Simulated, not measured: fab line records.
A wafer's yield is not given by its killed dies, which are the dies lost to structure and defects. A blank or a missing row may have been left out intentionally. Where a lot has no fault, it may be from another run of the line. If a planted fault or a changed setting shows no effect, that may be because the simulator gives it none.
Matching of chambers | flow n5 finfet | N5_BEOL_M10_ETCH_65 on rie diel-06: 4 sister chambers
The step etches SiARC in CF4, target depth 39 nm, time 65 s. 20 wafers are shown with their chamber, then 10 later ones without.

## EACH WAFER AND ITS CHAMBER
wafer  | chamber | drypump motor current A (A) | showerhead plenum p Torr (Torr) | throttle valve pct (%)
L075.3 | 1       | 5.8                         | 2.11                            | 15.91
L075.4 | 2       | 4.9                         | 2.15                            | 15.67
L075.6 | 1       | 5.8                         | 2.11                            | 15.89
L080.1 | 3       | 6.0                         | 2.10                            | 15.51
L080.4 | 2       | 4.9                         | 2.15                            | 15.68
L080.5 | 1       | 5.7                         | 2.11                            | 15.92
L078.1 | 0       | 5.8                         | 2.06                            | 15.43
L078.4 | 2       | 4.9                         | 2.15                            | 15.70
L078.5 | 0       | 5.8                         | 2.06                            | 15.45
L084.2 | 3       | 6.0                         | 2.10                            | 15.54
L084.5 | 2       | 4.9                         | 2.15                            | 15.72
L084.6 | 3       | 6.0                         | 2.10                            | 15.54
L083.3 | 0       | 5.8                         | 2.06                            | 15.44
L083.5 | 0       | 5.7                         | 2.06                            | 15.45
L083.6 | 1       | 5.8                         | 2.11                            | 15.43
L089.1 | 0       | 5.7                         | 2.05                            | 15.46
L089.3 | 2       | 4.9                         | 2.14                            | 15.74
L089.5 | 2       | 4.9                         | 2.14                            | 15.73
L091.1 | 2       | 4.9                         | 2.14                            | 15.76
L091.4 | 3       | 6.0                         | 2.10                            | 15.56

SIGNATURES (averages over the wafers above)
reading                  | chamber 0 | chamber 1 | chamber 2 | chamber 3 | scatter within a chamber
drypump motor current A  | 5.760     | 5.775     | 4.900     | 6.000     | 0.0349
showerhead plenum p Torr | 2.0580    | 2.1100    | 2.1457    | 2.1000    | 0.00396
throttle valve pct       | 15.4460   | 15.7875   | 15.7143   | 15.5375   | 0.106
Rule: for each reading, subtract the chamber's mean from the wafer's reading, divide by that reading's scatter and square the result; add these up over the readings and take the root, which gives the wafer's distance from the chamber. The wafer belongs to the nearest chamber; if the next one is less than 2 further off, it can't be placed. The scatter: take each reading less its chamber's mean, square it, sum over the shown wafers, divide by the number of wafers less the number of chambers, and take the root.

## WAFERS WITHOUT THEIR CHAMBER
wafer  | drypump motor current A (A) | showerhead plenum p Torr (Torr) | throttle valve pct (%)
L091.5 | 6.0                         | 2.10                            | 15.55
L093.2 | 6.0                         | 2.10                            | 15.58
L093.3 | 5.7                         | 2.05                            | 15.49
L093.6 | 6.0                         | 2.10                            | 15.59
L094.1 | 5.7                         | 2.10                            | 15.49
L094.2 | 5.7                         | 2.05                            | 15.48
L094.4 | 6.0                         | 2.09                            | 15.58
L096.1 | 5.7                         | 2.10                            | 15.50
L096.3 | 5.7                         | 2.05                            | 15.49
L096.5 | 5.7                         | 2.10                            | 15.50

## WHICH CHAMBER EACH ONE RAN IN
wafer  | from the rows above | in truth
L091.5 | 3                   | 3
L093.2 | 3                   | 3
L093.3 | 0                   | 0
L093.6 | 3                   | 3
L094.1 | 1                   | 1
L094.2 | 0                   | 0
L094.4 | 3                   | 3
L096.1 | 1                   | 1
L096.3 | 0                   | 0
L096.5 | 1                   | 1
Correct placement for 10 of the 10. Number that these rows cannot place: 0. Number placed wrongly: 0.
